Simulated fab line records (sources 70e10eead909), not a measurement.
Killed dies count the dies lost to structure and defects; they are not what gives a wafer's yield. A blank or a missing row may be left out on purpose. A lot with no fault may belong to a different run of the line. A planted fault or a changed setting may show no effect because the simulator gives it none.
fab line records	flow nandHarc
[record] lots = 12	wafers = 36	lastDay = 33
route steps=1302 shown P_M1@308 THIN_TSV@1262 END@1302
lots that met no fault: taken from a fault-free run of the same line
startH: start of the lot's first displayed wafer, in hours after the record's first day	waitH: how many hours have passed since the lot's step before this one	" the same as in the row above	L1.1+2: one row covering several wafers at once	- no value present, or no start provided	* or withheld: withheld	< > ~ a bound
route shown NAME@n: NAME is a module with steps in the file, n the number in the route of the first one	usual: mean/standard deviation of fault-free wafers	same: alike in all rows	chamber/n: place in a boat	sites: each site's reading	_std_site: the standard deviation of these	_edge_site: mean of outer sites minus mean of inner sites	radiusMm: for every site, how far away it sits from the centre of the wafer	mask NAME#n: copy n	behind: the tool/chamber that last shaped the wafer	hold: what put the lot on hold/how long, in hours/how the hold closed	device: the n, p or np transistor that did not switch	end of line: the same wafers' tests at the end of the route	step lacking rows: just its recipe	killed: not the wafer's yield, but the dies lost to structure and defects at the first sort	map: dies across one wafer; x = killed, . = not, _ = none there
set.NAME: the setting as run; set.NAME@STEP: as run at that earlier step	model.NAME: the simulator's own value behind a step, which no gauge read
steps of the route over a sample of lots; a table a step, a row a wafer
services: the hour from which a tool's chamber was out of use, counted from the record's first day as startH (under 0 if before that day), plus the number of hours and why
[[steps]]
[step NHARC_P_M1_PVD_21]
[recipe] targetThkA = 300	chamberPressurePa = 5	powerW = 5000	substrateTempC = 30	timeS = 20.49	material = Cu
[usual] throttleValvePct = 29.4/1
lot.wafer	tool	chamber	startH	waitH	throttleValvePct
L987.4	pvdSputter-02	-	133.26	-	30.5
L987.3	"	-	"	"	27.6
L987.5	"	-	"	"	27.3
L989.1	pvdSputter-03	-	146.57	-	31.2
L989.2	"	-	"	"	28.8
L989.5	"	-	"	"	29.2
L990.2	pvdSputter-03	-	160.16	-	31.3
L990.4	"	-	"	"	28.6
L990.3	"	-	"	"	29.2
L991.3	pvdSputter-01	-	169.39	-	27.2
L991.1	"	-	"	"	29.6
L991.6	"	-	"	"	27.2
L993.2	pvdSputter-03	-	192.63	-	31.2
L993.4	"	-	"	"	29.6
L993.1	"	-	"	"	29.5
L994.3	pvdSputter-01	-	201.43	-	29.8
L994.2	"	-	"	"	27.0
L994.6	"	-	"	"	29.4
L996.4	pvdSputter-01	-	216.05	-	29.0
L996.3	"	-	"	"	29.4
L996.6	"	-	"	"	29.0
L104.1	pvdSputter-01	-	301.62	-	29.1
L104.6	"	-	"	"	28.8
L104.5	"	-	"	"	28.2
L106.1	pvdSputter-02	-	319.29	-	30.0
L106.2	"	-	"	"	28.1
L106.5	"	-	"	"	30.1
L107.2	pvdSputter-02	-	334.92	-	28.3
L107.6	"	-	"	"	30.1
L107.5	"	-	"	"	29.9
L108.1	pvdSputter-01	-	335.03	-	30.2
L108.2	"	-	"	"	29.8
L108.4	"	-	"	"	28.9
L110.4	pvdSputter-01	-	353.27	-	30.1
L110.3	"	-	"	"	28.8
L110.5	"	-	"	"	30.5
[step NHARC_THIN_TSV_ETCH_44]
[recipe] targetDepthA = 15942	timeS = 797.1	cf4FlowSccm = 150	o2FlowSccm = 10	arFlowSccm = 0	rfW = 300	biasW = 800	chemistry = CF4/O2
[usual] drypumpMotorCurrentA = 5.7/0.55	oesProductAu = 0.998/0.013	rfVppV = 793/4.7	showerheadPlenumPTorr = 1.80/0.074	throttleValvePct = 16.913/0.0094
lot.wafer	tool	chamber	startH	waitH	drypumpMotorCurrentA	oesProductAu	rfHoursCounterH	rfVppV	showerheadPlenumPTorr	throttleValvePct
L987.3	rieDiel-04	2	553.95	0.1	5.9	0.997	1.0	789	1.75	16.932
L987.4	"	0	"	"	4.9	1.009	1.0	790	1.78	16.910
L987.5	"	2	"	"	5.9	0.994	-	789	1.75	16.902
L989.2	rieDiel-04	2	566.39	0.1	5.9	0.991	1.8	790	1.75	16.911
L989.1	"	0	"	"	4.9	0.995	1.7	790	1.78	16.910
L989.5	"	2	"	"	5.9	0.994	-	790	1.75	16.925
L991.1	rieDiel-06	1	578.30	0.1	5.5	0.993	4.8	787	1.73	16.913
L991.3	"	3	"	"	6.6	0.982	4.7	795	1.84	16.905
L991.6	"	1	"	"	5.5	0.996	-	787	1.73	16.898
L990.2	rieDiel-12	1	579.48	0.1	5.8	1.000	6.4	797	1.88	16.921
L990.4	"	3	"	"	6.0	0.989	5.8	795	1.84	16.910
L990.3	"	0	"	"	5.0	1.000	6.4	791	1.78	16.910
L993.4	rieDiel-06	0	605.89	0.1	6.4	0.965	4.8	789	1.73	16.912
L993.1	"	1	"	"	5.5	0.994	6.0	788	1.73	16.908
L993.2	"	3	"	"	6.7	0.995	6.2	795	1.84	16.916
L994.2	rieDiel-04	0	620.16	0.2	4.9	0.999	4.9	791	1.78	16.916
L994.3	"	1	"	"	5.7	1.012	5.3	801	1.95	16.908
L994.6	"	2	"	"	6.0	0.983	-	789	1.75	16.905
L996.4	rieDiel-04	3	629.52	0.2	6.1	0.996	5.5	789	1.74	16.914
L996.6	"	1	"	"	5.7	1.021	-	803	1.95	16.899
L104.1	rieDiel-06	3	709.00	0.2	6.6	0.993	0.7	794	1.84	16.910
L104.5	"	1	"	"	5.5	0.989	-	787	1.72	16.913
L104.6	"	2	"	"	6.7	0.987	-	791	1.77	16.931
L106.2	rieDiel-06	3	736.25	0.1	6.6	1.002	2.0	795	1.84	16.904
L106.1	"	0	"	"	6.4	1.001	2.3	787	1.73	16.943
L106.5	"	3	"	"	6.6	1.002	-	795	1.84	16.915
L107.2	rieDiel-12	3	756.85	0.2	6.0	1.004	5.2	795	1.84	16.886
L107.5	"	0	"	"	5.0	0.977	-	791	1.78	16.912
L107.6	"	1	"	"	5.8	1.022	-	797	1.87	16.907
L108.4	rieDiel-04	3	757.90	0.1	6.1	0.998	1.9	788	1.74	16.918
L108.1	"	0	"	"	4.9	1.003	1.3	791	1.77	16.906
L108.2	"	2	"	"	6.0	0.988	1.9	788	1.74	16.908
L110.3	rieDiel-04	0	772.51	0.1	4.9	0.989	2.2	790	1.77	16.902
L110.5	"	1	"	"	5.7	0.994	-	802	1.95	16.918
L110.4	"	3	"	"	6.1	0.980	-	788	1.73	16.931
[step NHARC_THIN_TSV_ETCH_15]
[recipe] targetDepthA = 30000	boschTargetOveretchCycles = 2	boschEtchStepS = 2.8	boschDepStepS = 1.2	boschCycles = 14
[usual] drypumpMotorCurrentA = 5.8/0.41
[same] boschDepStepS = 1.2
lot.wafer	tool	chamber	startH	waitH	drypumpMotorCurrentA	rfHoursCounterH
L987.4	rieSi-06	3	554.49	-	5.9	0.66
L987.3	"	0	"	"	5.7	0.67
L987.5	"	1	"	"	5.8	-
L989.1	rieSi-05	1	566.98	-	6.3	0.54
L989.2	"	2	"	"	6.5	0.44
L989.5	"	2	"	"	6.5	-
L991.1	rieSi-05	1	578.87	-	6.2	0.61
L991.3	"	3	"	"	5.0	0.47
L991.6	"	2	"	"	6.5	-
L990.4	rieSi-01	1	580.05	-	5.4	0.13
L990.3	"	3	"	"	5.3	0.19
L990.2	"	0	"	"	5.6	0.17
L993.2	rieSi-01	2	606.46	-	5.6	0.24
L993.1	"	0	"	"	5.6	0.26
L993.4	"	2	"	"	5.6	-
L994.3	rieSi-06	0	620.62	-	5.6	0
L994.2	"	3	"	"	5.9	0.07
L994.6	"	3	"	"	6.0	-
L996.4	rieSi-06	2	629.94	-	6.5	0.01
L996.6	"	2	"	"	6.5	-
L104.1	rieSi-06	0	709.46	-	5.7	0.54
L104.5	"	3	"	"	6.0	-
L104.6	"	0	"	"	5.7	-
L106.2	rieSi-01	2	736.78	-	5.6	0.03
L106.1	"	0	"	"	5.6	0.01
L106.5	"	1	"	"	5.4	-
L107.2	rieSi-05	1	757.27	-	6.2	0.66
L107.5	"	3	"	"	5.0	-
L107.6	"	0	"	"	6.1	-
L108.4	rieSi-01	2	758.47	-	5.6	0.20
L108.2	"	0	"	"	5.6	0.16
L108.1	"	1	"	"	5.4	0.15
L110.4	rieSi-06	1	773.22	-	5.8	1.03
L110.3	"	2	"	"	6.5	0.93
L110.5	"	0	"	"	5.7	-
[step NHARC_THIN_TSV_STRIP_56]
[recipe] powerW = 1500	tempC = 250	chemistry = O2
[usual] drypumpMotorCurrentA = 5.5/0.67	heaterPowerW = 314/34	rfReflPowerW = 22/9.7
lot.wafer	tool	chamber	startH	waitH	drypumpMotorCurrentA	heaterPowerW	rfHoursCounterH	rfReflPowerW
L987.3	plasmaAsher-02	0	560.23	0.2	6.3	304	-	12
L987.4	"	1	"	"	6.4	280	-	12
L987.5	"	1	"	"	6.4	277	-	13
L989.1	plasmaAsher-01	1	573.08	0.1	4.7	362	8	-
L989.2	"	0	"	"	5.3	284	8	-
L989.5	"	1	"	"	4.7	359	-	-
L991.1	plasmaAsher-01	1	585.24	0.1	4.7	371	10	19
L991.3	"	0	"	"	5.3	288	-	35
L991.6	"	0	"	"	5.2	291	-	34
L990.2	plasmaAsher-02	0	585.91	0.1	6.3	300	32	-
L990.4	"	1	"	"	6.4	280	-	-
L990.3	"	0	"	"	6.2	300	-	-
L993.2	plasmaAsher-01	1	612.17	0.1	4.7	354	15	18
L993.1	"	0	"	"	5.3	287	15	34
L993.4	"	0	"	"	5.3	286	-	34
L994.2	plasmaAsher-02	1	626.34	0.1	6.4	283	3	12
L994.3	"	1	"	"	6.4	285	-	12
L994.6	"	1	"	"	6.3	289	-	12
L996.4	plasmaAsher-01	1	635.93	0.2	4.7	358	-	18
L996.6	"	1	"	"	4.7	350	-	19
L104.1	plasmaAsher-01	1	715.07	0.1	4.7	363	1	19
L104.5	"	1	"	"	4.7	360	-	19
L104.6	"	0	"	"	5.3	280	-	37
L106.2	plasmaAsher-01	0	742.40	0.1	5.3	284	6	35
L106.1	"	1	"	"	4.7	360	6	19
L106.5	"	0	"	"	5.3	284	-	36
L107.2	plasmaAsher-01	0	762.99	0.1	5.3	283	10	34
L107.5	"	0	"	"	5.3	280	-	34
L107.6	"	1	"	"	4.7	361	-	19
L108.1	plasmaAsher-01	1	764.41	0.1	4.7	365	10	-
L108.2	"	0	"	"	5.3	286	10	-
L108.4	"	0	"	"	5.3	281	-	-
L110.3	plasmaAsher-01	0	779.19	0.2	5.3	281	-	35
L110.4	"	1	"	"	4.7	359	-	20
L110.5	"	1	"	"	4.7	368	-	19
[step NHARC_END_SORT_01]
[recipe] tempC = 25
[usual] defectLimitedYield = 91/3.2	killedAtArray = 58/22	killedAtOther = 1.0/1.3	killedAtPeriphery = 5/3.4	killedDies = 64/22	killedOpen = 3.6/1.8	killedShort = 2.4/1.7
[same] grossDies = 677
lot.wafer	tool	chamber	startH	waitH	defectLimitedYield[%]	killedAtArray	killedAtOther	killedAtPeriphery	killedDies	killedOpen	killedShort
L991.1	prober-01	0	593.64	2.4	93	36	4	9	49	5	3
L991.3	prober-01	0	595.25	3.1	94	28	2	13	43	2	2
L991.6	prober-01	0	597.67	4.0	94	27	5	9	41	2	3
L993.1	prober-02	0	622.27	2.5	92	40	2	12	54	1	3
L993.2	prober-02	0	623.07	2.8	93	41	0	5	46	5	1
L993.4	prober-02	0	624.66	3.4	89	64	1	9	74	6	4
L996.3	prober-02	0	648.57	3.1	0	52	4	621	677	2	0
L996.4	prober-02	0	649.36	3.4	92	49	2	5	56	1	2
L996.6	prober-02	0	650.95	4.0	91	60	2	2	64	2	0
L104.1	prober-02	0	723.41	2.5	88	66	1	11	78	3	1
L104.5	prober-02	0	726.63	3.7	87	80	0	8	88	8	0
L104.6	prober-02	0	727.44	4.0	90	64	0	6	70	3	3
L106.1	prober-02	0	750.07	2.5	87	87	0	3	90	5	1
L106.2	prober-02	0	750.87	2.8	88	71	1	8	80	4	0
L106.5	prober-02	0	753.28	3.7	89	67	1	9	77	4	4
L108.1	prober-02	0	771.86	2.5	96	26	1	3	30	4	6
L108.2	prober-02	0	772.66	2.8	96	27	0	3	30	2	4
L108.4	prober-02	0	774.25	3.4	95	28	1	3	32	4	3
L107.2	prober-01	0	772.10	2.8	86	88	3	2	93	6	6
L107.5	prober-01	0	774.48	3.7	88	78	0	0	78	1	5
L107.6	prober-01	0	775.28	4.0	89	66	0	7	73	7	3
L110.3	prober-02	0	789.22	3.1	91	55	0	3	58	2	3
L110.4	prober-02	0	790.02	3.4	93	44	0	3	47	3	0
L110.5	prober-02	0	790.82	3.7	91	55	1	3	59	4	2
// killed by level:class
L991.1 A_STAIRCASE:chamberFilmFlake=11 A_CHANNEL_HOLE_D2:chamberFilmFlake=9 A_BLC:chamberFilmFlake=5 P_CONTACT:chamberFilmFlake=4 THIN_TSV:chamberFilmFlake=4 A_CHANNEL_HOLE_D1:chamberFilmFlake=3 P_STI:chamberFilmFlake=2 P_GATE:chamberFilmFlake=2
L991.3 P_GATE:chamberFilmFlake=7 A_CHANNEL_HOLE_D2:chamberFilmFlake=7 A_CHANNEL_HOLE_D1:chamberFilmFlake=6 P_CONTACT:chamberFilmFlake=5 A_STAIRCASE:chamberFilmFlake=5 A_CONTACT:chamberFilmFlake=3 A_SLIT:chamberFilmFlake=2 THIN_TSV:chamberFilmFlake=2
L991.6 A_STAIRCASE:chamberFilmFlake=9 A_CHANNEL_HOLE_D2:chamberFilmFlake=7 A_CHANNEL_HOLE_D1:chamberFilmFlake=5 THIN_TSV:chamberFilmFlake=5 P_ZERO_WELL:chamberFilmFlake=2 P_GATE:chamberFilmFlake=2 P_CONTACT:chamberFilmFlake=2 A_BLC:chamberFilmFlake=2
L993.1 A_CHANNEL_HOLE_D2:chamberFilmFlake=30 P_GATE:chamberFilmFlake=4 A_WL_FILL:geometricParticle:short=3 P_STI:chamberFilmFlake=3 P_M1:chamberFilmFlake=2 P_BONDPAD:chamberFilmFlake=2 A_CHANNEL_FILL_D1:chamberFilmFlake=2 A_SLIT:chamberFilmFlake=2
L993.2 A_CHANNEL_HOLE_D2:chamberFilmFlake=26 A_CHANNEL_FILL_D1:chamberFilmFlake=5 A_SLIT:chamberFilmFlake=3 P_STI:chamberFilmFlake=2 P_CONTACT:geometricParticle:open=1 P_M2:geometricParticle:open=1 A_ONON_D2:geometricParticle:open=1 A_WL_FILL:geometricParticle:short=1
L993.4 A_CHANNEL_HOLE_D2:chamberFilmFlake=37 A_CHANNEL_HOLE_D1:chamberFilmFlake=5 A_SLIT:chamberFilmFlake=4 A_CONTACT:chamberFilmFlake=4 A_WL_FILL:geometricParticle:short=3 A_WL_FILL:geometricParticle:open=2 P_ZERO_WELL:chamberFilmFlake=2 P_STI:chamberFilmFlake=2
L996.3 P_M1:areaPvd=618 A_CHANNEL_HOLE_D1:chamberFilmFlake=36 A_CHANNEL_HOLE_D2:chamberFilmFlake=9 A_CONTACT:chamberFilmFlake=4 HYBRID_BOND:chamberFilmFlake=3 P_GATE:chamberFilmFlake=2 P_CONTACT:geometricParticle:open=1 A_CONTACT:geometricParticle:open=1
L996.4 A_CHANNEL_HOLE_D1:chamberFilmFlake=30 A_CHANNEL_HOLE_D2:chamberFilmFlake=10 P_GATE:chamberFilmFlake=4 A_STAIRCASE:chamberFilmFlake=3 A_CONTACT:chamberFilmFlake=2 THIN_TSV:chamberFilmFlake=2 A_SOURCE_PLATE:geometricParticle:short=1 A_CHANNEL_FILL_D1:geometricParticle:short=1
L996.6 A_CHANNEL_HOLE_D1:chamberFilmFlake=38 A_CHANNEL_HOLE_D2:chamberFilmFlake=14 A_CONTACT:chamberFilmFlake=4 THIN_TSV:chamberFilmFlake=2 P_GATE:geometricParticle:open=1 A_CHANNEL_FILL_D1:geometricParticle:open=1 P_GATE:chamberFilmFlake=1 A_SLIT:chamberFilmFlake=1
L104.1 A_CHANNEL_HOLE_D1:chamberFilmFlake=36 A_CHANNEL_HOLE_D2:chamberFilmFlake=17 P_BONDPAD:chamberFilmFlake=5 A_SLIT:chamberFilmFlake=5 P_CONTACT:chamberFilmFlake=3 A_CONTACT:chamberFilmFlake=3 P_CONTACT:geometricParticle:open=1 A_CHANNEL_HOLE_D1:geometricParticle:short=1
L104.5 A_CHANNEL_HOLE_D1:chamberFilmFlake=32 A_CHANNEL_HOLE_D2:chamberFilmFlake=26 A_CONTACT:chamberFilmFlake=6 P_CONTACT:chamberFilmFlake=4 A_DECK1_JOINT:chamberFilmFlake=3 A_STAIRCASE:chamberFilmFlake=3 A_DECK1_JOINT:geometricParticle:open=2 A_CHANNEL_FILL_D2:geometricParticle:open=2
L104.6 A_CHANNEL_HOLE_D1:chamberFilmFlake=29 A_CHANNEL_HOLE_D2:chamberFilmFlake=21 P_CONTACT:chamberFilmFlake=3 A_STAIRCASE:chamberFilmFlake=3 A_M0:geometricParticle:open=2 P_BONDPAD:chamberFilmFlake=2 A_CONTACT:chamberFilmFlake=2 A_DECK1_JOINT:geometricParticle:short=1
L106.1 A_CHANNEL_HOLE_D2:chamberFilmFlake=28 A_SLIT:chamberFilmFlake=25 A_CHANNEL_HOLE_D1:chamberFilmFlake=11 A_CONTACT:chamberFilmFlake=6 A_STAIRCASE:chamberFilmFlake=5 A_M1:geometricParticle:open=3 A_WL_FILL:chamberFilmFlake=2 A_ONON_D1:geometricParticle:short=1
L106.2 A_SLIT:chamberFilmFlake=28 A_CHANNEL_HOLE_D2:chamberFilmFlake=18 A_CHANNEL_HOLE_D1:chamberFilmFlake=8 P_M2:chamberFilmFlake=5 A_CONTACT:chamberFilmFlake=5 A_WL_FILL:chamberFilmFlake=4 A_STAIRCASE:chamberFilmFlake=2 P_CONTACT:geometricParticle:open=1
L106.5 A_CHANNEL_HOLE_D2:chamberFilmFlake=22 A_SLIT:chamberFilmFlake=19 A_STAIRCASE:chamberFilmFlake=6 A_CHANNEL_HOLE_D1:chamberFilmFlake=5 P_M2:chamberFilmFlake=4 P_CONTACT:chamberFilmFlake=3 A_CONTACT:chamberFilmFlake=3 A_DECK1_JOINT:geometricParticle:open=2
L108.1 A_SLIT:chamberFilmFlake=6 A_STAIRCASE:chamberFilmFlake=4 A_CHANNEL_HOLE_D1:chamberFilmFlake=3 A_CHANNEL_FILL_D1:geometricParticle:open=2 A_ONON_D2:geometricParticle:short=2 P_GATE:chamberFilmFlake=2 A_CONTACT:chamberFilmFlake=2 P_GATE:geometricParticle:short=1
L107.2 A_SLIT:chamberFilmFlake=28 A_CHANNEL_HOLE_D2:chamberFilmFlake=18 A_CHANNEL_HOLE_D1:chamberFilmFlake=14 A_CONTACT:chamberFilmFlake=10 A_STAIRCASE:chamberFilmFlake=4 A_WL_FILL:chamberFilmFlake=3 A_CHANNEL_HOLE_D1:geometricParticle:open=2 P_CONTACT:geometricParticle:open=1
L108.2 A_SLIT:chamberFilmFlake=11 A_ONON_D2:geometricParticle:short=2 A_CHANNEL_HOLE_D1:unspecified=2 A_CHANNEL_HOLE_D1:chamberFilmFlake=2 A_STAIRCASE:chamberFilmFlake=2 A_M1:chamberFilmFlake=2 P_CONTACT:geometricParticle:short=1 A_ONON_D1:geometricParticle:short=1
L108.4 A_SLIT:chamberFilmFlake=12 A_CONTACT:chamberFilmFlake=3 A_CHANNEL_FILL_D2:geometricParticle:open=2 A_CHANNEL_HOLE_D1:unspecified=2 A_STAIRCASE:chamberFilmFlake=2 P_GATE:geometricParticle:short=1 P_M1:geometricParticle:open=1 A_CHANNEL_FILL_D1:geometricParticle:short=1
L107.5 A_SLIT:chamberFilmFlake=29 A_CHANNEL_HOLE_D2:chamberFilmFlake=22 A_CHANNEL_HOLE_D1:chamberFilmFlake=11 A_CONTACT:chamberFilmFlake=5 A_WL_FILL:chamberFilmFlake=4 A_CHANNEL_HOLE_D2:geometricParticle:short=2 A_DECK1_JOINT:geometricParticle:open=1 A_DECK1_JOINT:geometricParticle:short=1
L107.6 A_SLIT:chamberFilmFlake=20 A_CHANNEL_HOLE_D2:chamberFilmFlake=18 A_CHANNEL_HOLE_D1:chamberFilmFlake=13 A_WL_FILL:chamberFilmFlake=3 A_CONTACT:chamberFilmFlake=3 P_M1:geometricParticle:open=2 P_STI:geometricParticle:short=1 P_M0:geometricParticle:open=1
L110.3 A_CHANNEL_HOLE_D1:chamberFilmFlake=21 A_SLIT:chamberFilmFlake=13 A_CONTACT:chamberFilmFlake=12 A_ZERO_WELL:chamberFilmFlake=2 A_CHANNEL_HOLE_D2:chamberFilmFlake=2 A_WL_FILL:chamberFilmFlake=2 P_GATE:geometricParticle:open=1 P_CONTACT:geometricParticle:short=1
L110.4 A_CHANNEL_HOLE_D1:chamberFilmFlake=21 A_SLIT:chamberFilmFlake=7 A_CONTACT:chamberFilmFlake=7 P_CONTACT:geometricParticle:open=3 A_ZERO_WELL:chamberFilmFlake=3 A_WL_FILL:chamberFilmFlake=3 A_CHANNEL_FILL_D1:chamberFilmFlake=1 A_CHANNEL_HOLE_D2:chamberFilmFlake=1
L110.5 A_CHANNEL_HOLE_D1:chamberFilmFlake=21 A_SLIT:chamberFilmFlake=15 A_CONTACT:chamberFilmFlake=8 A_STAIRCASE:chamberFilmFlake=5 A_WL_FILL:chamberFilmFlake=2 P_CONTACT:geometricParticle:short=1 P_CONTACT:geometricParticle:open=1 P_M1:geometricParticle:open=1
[[services]]
tool	chamber	startH	hours	kind
plasmaAsher-01	-	114.67	1.2	repair
plasmaAsher-01	-	158.53	9.1	repair
rieDiel-04	-	177.95	9.0	pm
plasmaAsher-01	-	199.96	2.1	repair
rieDiel-04	1	219.43	3.5	repair
pvdSputter-01	-	226.03	10.0	pm
rieDiel-04	2	239.90	5.7	repair
rieDiel-04	-	274.12	0.3	repair
plasmaAsher-01	-	279.63	2.8	repair
plasmaAsher-01	-	315.16	2.2	repair
pvdSputter-01	-	322.53	0.6	repair
plasmaAsher-01	-	344.60	9.0	pm
pvdSputter-01	-	404.03	10.0	pm
pvdSputter-01	-	453.93	2.6	repair
pvdSputter-01	-	464.48	0.5	repair
plasmaAsher-01	-	521.60	9.0	pm
pvdSputter-01	-	536.51	1.5	repair
plasmaAsher-01	-	580.76	1.7	repair
pvdSputter-01	-	582.08	10.0	pm
pvdSputter-01	-	599.27	1.2	repair
pvdSputter-01	-	622.01	3.0	repair
pvdSputter-01	-	670.17	4.5	repair
plasmaAsher-01	-	698.60	9.0	pm
pvdSputter-01	-	760.08	10.0	pm
[[key]]
[firstSign] step = NHARC_END_SORT_01	reading = killedAtPeriphery	direction = up	sigmas = 99+	usual = 5	struck = 621
[effect] step = NHARC_END_SORT_01	reading = defectLimitedYield	direction = down	sigmas = 28	usual = 91	struck = 0
[moreKillsBornAt] NHARC_P_M1_PVD_21@pvdSputter-01 = 618
metAt NHARC_P_M1_PVD_21
struckLots L996
struckWafers L996.3
laterRowsLeftOut L996.3
notActingAt NHARC_THIN_TSV_ETCH_44,NHARC_THIN_TSV_ETCH_15,NHARC_THIN_TSV_STRIP_56
onsetBetween 201.43 216.05
[fault] kind = processParameterDrift	tool = pvdSputter-01	chamber = -	onsetH = 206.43	steps = NHARC_P_M1_PVD_21	channel = targetThkA	offset = *	shape = step	endH = 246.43	actsIn = *	stated = *	scope = struckWafersOnly
// laterRowsLeftOut: the simulator's readings of these wafers behind a module that went badly wrong aren't trusted and aren't shown, but for the sort
